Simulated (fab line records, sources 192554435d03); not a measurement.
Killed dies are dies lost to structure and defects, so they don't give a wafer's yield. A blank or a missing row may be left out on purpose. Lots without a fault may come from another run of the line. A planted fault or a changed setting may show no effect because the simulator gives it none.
Split-lot experiment | flow n5_finfet | 7 lots, 21 wafers read, on a route of 1938 steps

THE SPLIT
At N5_BEOL_M3_VIA_ETCH_34 (etches the open film in C4F6/O2, target depth 69.4 nm, time 65.9 s), the setting bias_w was moved away from the recipe's 170 W on 4 of the 21 wafers read, by -11.1% to +12.5%. The other wafers ran this setting at the recipe's value.

The reading is taken at the split's own step.

THE READING
rf_vpp_V, in V, at N5_BEOL_M3_VIA_ETCH_34 (etches the open film in C4F6/O2, target depth 69.4 nm, time 65.9 s). Fault-free wafers of this fab line usually give 660 V, standard deviation 11 V.

wafer  | tool, chamber at the split | bias_w as run, W | against the recipe | rf_vpp_V, V | against lot-mates on the recipe
L074.1 | rie_diel-04, 0             | 170              | recipe             | 667         | -
L074.2 | rie_diel-04, 2             | 170              | recipe             | 666         | -
L074.3 | rie_diel-04, 1             | 170              | recipe             | 663         | -
L079.2 | rie_diel-02, 1             | 170              | recipe             | 659         | -
L079.3 | rie_diel-02, 2             | 170              | recipe             | 679         | -
L079.4 | rie_diel-02, 3             | 170              | recipe             | 656         | -
L080.1 | rie_diel-01, 0             | 170              | recipe             | 669         | -
L080.2 | rie_diel-01, 3             | 170              | recipe             | 646         | -
L080.5 | rie_diel-01, 3             | 151.1            | -11.1%             | 588         | -70
L082.1 | rie_diel-04, 3             | 170              | recipe             | 662         | -
L082.3 | rie_diel-04, 2             | 158.2            | -6.9%              | 627         | -35
L082.4 | rie_diel-04, 3             | 158.2            | -6.9%              | 626         | -36
L085.1 | rie_diel-02, 1             | 170              | recipe             | 659         | -
L085.3 | rie_diel-02, 3             | 170              | recipe             | 654         | -
L085.4 | rie_diel-02, 0             | 170              | recipe             | 640         | -
L089.1 | rie_diel-04, 1             | 170              | recipe             | 664         | -
L089.3 | rie_diel-04, 3             | 170              | recipe             | 660         | -
L089.5 | rie_diel-04, 1             | 191.3            | +12.5%             | 727         | +65
L091.1 | rie_diel-02, 3             | 170              | recipe             | 655         | -
L091.2 | rie_diel-02, 2             | 170              | recipe             | 678         | -
L091.5 | rie_diel-02, 2             | 170              | recipe             | 679         | -

THE FIT
A straight line over all 21 wafers: rf_vpp_V changes by +5.64 V for each +1% of bias_w; r = +0.92; the points scatter about the line by 10 V.
The same after taking each lot's own level away (the mean of its wafers on the recipe; 21 wafers): +5.51 V for each +1%; r = +0.95; scatter 8.1 V.
On that fit, the largest move of bias_w shifts the reading by 69 V.
The lots' own levels span 651.0 to 670.7 V, that is 1.8 times the standard deviation above.
So the lot-to-lot level changes the slope little: the two slopes agree.
Check: with one of the wafers moved furthest among these (+12.5%) left out of the fit, the line predicts +72.6 V for it against its lot-mates. It came out at +65 V against them.
Tool readings at the split's step, against how far the setting was moved: rf_vpp_V r = +0.92.

OTHER SPLITS ON THESE WAFERS
These wafers also went through other splits before the reading. Each is held against what the fit with the lots' levels taken away leaves over:
other split on the same wafers   | wafers away from the commonest value | r with rf_vpp_V (lot level and that fit taken away)
N5_BEOL_M1_TRENCH_ETCH_37 bias_w | 6                                    | +0.12
N5_BEOL_M2_ILD_DEP_00 time_s     | 10                                   | +0.15
N5_BEOL_M2_PECVD_72 temp_c       | 8                                    | -0.06

THE FILE'S OWN FIT
rf_vpp_V changes by +5.55 V for each +1% of bias_w, r = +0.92.
